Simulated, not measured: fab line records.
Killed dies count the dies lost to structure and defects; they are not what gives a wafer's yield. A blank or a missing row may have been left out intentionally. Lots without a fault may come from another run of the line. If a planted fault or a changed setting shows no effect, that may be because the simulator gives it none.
Chamber matching :: flow nand harc :: 3 sister chambers for NHARC_A_STAIRCASE_DEP_322 on pecvd-04
The step deposits SiO2, target thk 7200 nm. 14 wafers are shown with their chamber, then 7 later ones without.

## WAFERS, EACH WITH ITS CHAMBER
wafer: L078.1
chamber: 1
heater power outer w (W): 404
heater power w (W): 696

wafer: L078.3
chamber: 2
heater power outer w (W): 446
heater power w (W): 708

wafer: L078.5
chamber: 1
heater power outer w (W): 322
heater power w (W): 553

wafer: L079.1
chamber: 2
heater power outer w (W): 498
heater power w (W): 763

wafer: L079.3
chamber: 0
heater power outer w (W): 329
heater power w (W): 556

wafer: L079.5
chamber: 2
heater power outer w (W): 401
heater power w (W): 653

wafer: L081.1
chamber: 1
heater power outer w (W): 381
heater power w (W): 645

wafer: L081.4
chamber: 0
heater power outer w (W): 296
heater power w (W): 542

wafer: L081.5
chamber: 2
heater power outer w (W): 401
heater power w (W): 648

wafer: L087.1
chamber: 2
heater power outer w (W): 467
heater power w (W): 728

wafer: L087.5
chamber: 1
heater power outer w (W): 290
heater power w (W): 518

wafer: L087.6
chamber: 0
heater power outer w (W): 299
heater power w (W): 533

wafer: L088.1
chamber: 0
heater power outer w (W): 379
heater power w (W): 680

wafer: L088.3
chamber: 1
heater power outer w (W): 370
heater power w (W): 624

SIGNATURES (averages over the wafers above)
reading: heater power outer w
chamber 0: 325.75
chamber 1: 353.40
chamber 2: 442.60
scatter within a chamber: 42.8

reading: heater power w
chamber 0: 577.75
chamber 1: 607.20
chamber 2: 700.00
scatter within a chamber: 63.6
Rule: a wafer lies at a distance from a chamber equal to the root of the sum of squares, over the readings, of (its reading less the chamber's mean, divided by the reading's scatter). The wafer belongs to the nearest chamber; if the next one is less than 2 further off, it can't be placed. The scatter: take each reading less its chamber's mean, square it, sum over the shown wafers, divide by the number of wafers less the number of chambers, and take the root.

## WAFERS WITHOUT THEIR CHAMBER
wafer: L088.4
heater power outer w (W): 392
heater power w (W): 647

wafer: L090.2
heater power outer w (W): 362
heater power w (W): 618

wafer: L090.3
heater power outer w (W): 344
heater power w (W): 585

wafer: L090.6
heater power outer w (W): 398
heater power w (W): 645

wafer: L096.2
heater power outer w (W): 394
heater power w (W): 669

wafer: L096.3
heater power outer w (W): 300
heater power w (W): 548

wafer: L096.5
heater power outer w (W): 290
heater power w (W): 529

## EACH ONE'S CHAMBER
wafer: L088.4
from the rows above: can't be placed: 1 or 2 or 0
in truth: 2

wafer: L090.2
from the rows above: can't be placed: 1 or 0
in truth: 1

wafer: L090.3
from the rows above: can't be placed: 1 or 0
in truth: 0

wafer: L090.6
from the rows above: can't be placed: 1 or 2 or 0
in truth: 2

wafer: L096.2
from the rows above: can't be placed: 2 or 1 or 0
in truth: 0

wafer: L096.3
from the rows above: can't be placed: 0 or 1
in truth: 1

wafer: L096.5
from the rows above: can't be placed: 0 or 1
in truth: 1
0 of 7 placed correctly. Cannot be placed on the basis of these rows: 7; the candidates contain the true chamber in 7. 0 placed wrongly.
